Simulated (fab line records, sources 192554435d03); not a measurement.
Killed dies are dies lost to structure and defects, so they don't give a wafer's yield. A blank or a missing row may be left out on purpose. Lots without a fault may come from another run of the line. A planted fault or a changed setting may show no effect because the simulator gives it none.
Split-lot experiment | flow n5_finfet | 7 lots, 39 wafers read, on a route of 1938 steps

THE SPLIT
At N5_MOL_CONTACT_COAG_ETCH_67 (etches SOC in N2/H2, target depth 60 nm, overetch 21 nm, time 101.2 s), the setting source_w was moved away from the recipe's 840 W on 12 of the 39 wafers read, by -13.6% to +11.5%. The other wafers ran this setting at the recipe's value.

The reading is taken at the split's own step.

THE READING
rf_vpp_V, in V, at N5_MOL_CONTACT_COAG_ETCH_67 (etches SOC in N2/H2, target depth 60 nm, overetch 21 nm, time 101.2 s). Fault-free wafers of this fab line usually give 524.0 V, standard deviation 2.6 V.

wafer  | tool, chamber at the split | source_w as run, W | against the recipe | rf_vpp_V, V | against lot-mates on the recipe
L079.1 | rie_diel-03, 0             | 732                | -12.9%             | 543.8       | +22.9
L079.2 | rie_diel-03, 2             | 732                | -12.9%             | 546.5       | +25.6
L079.3 | rie_diel-03, 3             | 840                | recipe             | 522.0       | -
L079.4 | rie_diel-03, 1             | 732                | -12.9%             | 547.6       | +26.7
L079.5 | rie_diel-03, 0             | 840                | recipe             | 519.8       | -
L079.6 | rie_diel-03, 3             | 840                | recipe             | 520.9       | -
L082.1 | rie_diel-03, 3             | 840                | recipe             | 522.8       | -
L082.2 | rie_diel-03, 1             | 840                | recipe             | 521.1       | -
L082.3 | rie_diel-03, 2             | 787.7              | -6.2%              | 533.6       | +11.9
L082.4 | rie_diel-03, 2             | 787.7              | -6.2%              | 532.5       | +10.8
L082.5 | rie_diel-03, 1             | 840                | recipe             | 521.3       | -
L082.6 | rie_diel-03, 3             | 787.7              | -6.2%              | 533.3       | +11.6
L083.1 | rie_diel-05, 2             | 937                | +11.5%             | 507.4       | -17.0
L083.2 | rie_diel-05, 1             | 937                | +11.5%             | 508.1       | -16.3
L083.3 | rie_diel-05, 0             | 937                | +11.5%             | 507.1       | -17.3
L083.4 | rie_diel-05, 3             | 840                | recipe             | 521.5       | -
L083.5 | rie_diel-05, 1             | 840                | recipe             | 526.7       | -
L083.6 | rie_diel-05, 0             | 840                | recipe             | 525.1       | -
L084.1 | rie_diel-03, 3             | 840                | recipe             | 522.5       | -
L084.2 | rie_diel-03, 2             | 725.7              | -13.6%             | 548.1       | +23.6
L084.3 | rie_diel-03, 0             | 840                | recipe             | 529.0       | -
L084.4 | rie_diel-03, 1             | 725.7              | -13.6%             | 547.9       | +23.4
L084.5 | rie_diel-03, 0             | 725.7              | -13.6%             | 555.1       | +30.6
L084.6 | rie_diel-03, 1             | 840                | recipe             | 522.1       | -
L085.1 | rie_diel-03, 3             | 840                | recipe             | 522.1       | -
L085.2 | rie_diel-03, 2             | 840                | recipe             | 522.4       | -
L085.3 | rie_diel-03, 0             | 840                | recipe             | 530.7       | -
L085.4 | rie_diel-03, 1             | 840                | recipe             | 521.2       | -
L085.5 | rie_diel-03, 1             | 840                | recipe             | 523.0       | -
L085.6 | rie_diel-03, 0             | 840                | recipe             | 528.6       | -
L091.2 | rie_diel-03, 2             | 840                | recipe             | 521.7       | -
L091.4 | rie_diel-03, 1             | 840                | recipe             | 521.3       | -
L091.5 | rie_diel-03, 0             | 840                | recipe             | 528.9       | -
L096.1 | rie_diel-04, 2             | 840                | recipe             | 529.5       | -
L096.2 | rie_diel-04, 1             | 840                | recipe             | 524.4       | -
L096.3 | rie_diel-04, 3             | 840                | recipe             | 525.8       | -
L096.4 | rie_diel-04, 0             | 840                | recipe             | 521.8       | -
L096.5 | rie_diel-04, 2             | 840                | recipe             | 528.2       | -
L096.6 | rie_diel-04, 1             | 840                | recipe             | 525.5       | -

THE FIT
A straight line over all 39 wafers: rf_vpp_V changes by -1.68 V for each +1% of source_w; r = -0.96; the points scatter about the line by 3.2 V.
The same after taking each lot's own level away (the mean of its wafers on the recipe; 39 wafers): -1.77 V for each +1%; r = -0.97; scatter 2.8 V.
On that fit, the largest move of source_w shifts the reading by 24 V.
The lots' own levels span 520.90 to 525.87 V, that is 1.9 times the standard deviation above.
So the lot-to-lot level changes the slope little: the two slopes agree.
Check: with one of the wafers moved furthest among these (-13.6%) left out of the fit, the line predicts +24.9 V for it against its lot-mates. It came out at +23.6 V against them.
Tool readings at the split's step, against how far the setting was moved: rf_vpp_V r = -0.96.

THE FILE'S OWN FIT
rf_vpp_V changes by -1.8 V for each +1% of source_w, r = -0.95.
